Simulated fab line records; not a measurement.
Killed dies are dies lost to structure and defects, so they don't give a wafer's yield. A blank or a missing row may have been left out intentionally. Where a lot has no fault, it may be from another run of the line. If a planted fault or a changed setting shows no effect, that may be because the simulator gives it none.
Chamber matching + flow n5-finfet + N5_GATE_CUT_ETCH_58 on rie-diel-02 has 4 sister chambers
The step etches SiNx in CH3F/O2, target depth 17 nm, time 128.6 s. 8 wafers are shown with their chamber, then 8 later ones without.

WAFERS WITH THEIR CHAMBER
| wafer  | chamber | showerhead-plenum-p-Torr (Torr) | throttle-valve-pct (%) |
|--------|---------|---------------------------------|------------------------|
| L078.1 | 0       | 2.00                            | 16.4                   |
| L078.6 | 1       | 2.08                            | 16.5                   |
| L083.1 | 2       | 1.99                            | 16.8                   |
| L083.2 | 1       | 2.08                            | 16.5                   |
| L087.1 | 3       | 2.12                            | 16.0                   |
| L087.3 | 2       | 1.98                            | 16.8                   |
| L087.5 | 0       | 1.99                            | 16.5                   |
| L088.2 | 3       | 2.12                            | 16.1                   |

WAFERS MISSING THEIR CHAMBER
| wafer  | showerhead-plenum-p-Torr (Torr) | throttle-valve-pct (%) |
|--------|---------------------------------|------------------------|
| L088.3 | 2.08                            | 16.5                   |
| L088.6 | 2.12                            | 16.0                   |
| L090.1 | 1.98                            | 16.8                   |
| L090.4 | 2.12                            | 16.1                   |
| L090.6 | 1.99                            | 16.5                   |
| L093.1 | 2.07                            | 16.6                   |
| L093.4 | 1.99                            | 16.5                   |
| L093.5 | 2.07                            | 16.6                   |

EACH ONE'S CHAMBER
| wafer  | from the rows above | in truth |
|--------|---------------------|----------|
| L088.3 | 1                   | 1        |
| L088.6 | 3                   | 3        |
| L090.1 | 2                   | 2        |
| L090.4 | 3                   | 3        |
| L090.6 | 0                   | 0        |
| L093.1 | 1                   | 1        |
| L093.4 | 0                   | 0        |
| L093.5 | 1                   | 1        |
Correct placement for 8 of the 8. Left unplaced by these rows: 0. Placed wrongly: 0.
How it was worked out, from the rows above alone: a wafer's distance from a chamber is the root of the sum, over the readings, of the square of ((its reading less the chamber's mean) divided by the reading's scatter). If the next closest chamber is less than 2 further off than the closest, the wafer can't be placed; otherwise it belongs to the closest. Each chamber's mean is taken over the wafers shown for it. The scatter: take each reading less its chamber's mean, square it, sum over the shown wafers, divide by the number of wafers less the number of chambers, and take the root.
